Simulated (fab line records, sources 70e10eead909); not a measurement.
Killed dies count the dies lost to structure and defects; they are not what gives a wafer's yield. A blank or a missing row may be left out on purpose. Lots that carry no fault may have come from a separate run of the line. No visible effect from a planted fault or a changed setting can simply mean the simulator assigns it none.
Matching of chambers | flow nand_harc | pecvd-02 running NHARC_A_CONTACT_DEP_85: 3 sister chambers
The step deposits SiON, target thk 60 nm. 6 wafers are shown with their chamber, then 12 later ones without.

EACH WAFER AND ITS CHAMBER
wafer  | chamber | showerhead_vpp_V (V) | heater_power_w (W)
L084.4 | 2       | 1196                 | 724
L084.5 | 1       | 1084                 | 697
L084.6 | 0       | 1102                 | 711
L087.2 | 2       | 1184                 | 700
L087.3 | 1       | 1058                 | 637
L087.4 | 0       | 1111                 | 791

WAFERS WITH NO CHAMBER GIVEN
wafer  | showerhead_vpp_V (V) | heater_power_w (W)
L088.2 | 1107                 | 795
L088.4 | 1057                 | 675
L088.5 | 1088                 | 830
L092.1 | 1075                 | 672
L092.2 | 1177                 | 831
L092.5 | 1071                 | 649
L096.1 | 1103                 | 771
L096.3 | 1204                 | 822
L096.6 | 1110                 | 769
L097.1 | 1075                 | 728
L097.2 | 1080                 | 809
L097.5 | 1109                 | 818

WHICH CHAMBER EACH ONE RAN IN
wafer  | from the rows above     | in truth
L088.2 | 0                       | 0
L088.4 | 1                       | 1
L088.5 | can't be placed: 0 or 1 | 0
L092.1 | 1                       | 1
L092.2 | 2                       | 2
L092.5 | 1                       | 1
L096.1 | 0                       | 0
L096.3 | 2                       | 2
L096.6 | 0                       | 0
L097.1 | can't be placed: 1 or 0 | 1
L097.2 | can't be placed: 0 or 1 | 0
L097.5 | 0                       | 0
Correct placement for 9 of the 12. Not placeable from these rows: 3 (in 3, the candidates include the true chamber). Wrongly placed: 0.
How it was worked out, from the rows above alone: a wafer's distance from a chamber is the root of the sum, over the readings, of the square of ((its reading less the chamber's mean) divided by the reading's scatter). The wafer belongs to the nearest chamber; if the next one is less than 2 further off, it can't be placed. A chamber's mean is the mean of its shown wafers. The scatter is the square root of a quotient: the sum, over the shown wafers, of each reading's squared deviation from its chamber's mean, divided by wafers minus chambers.
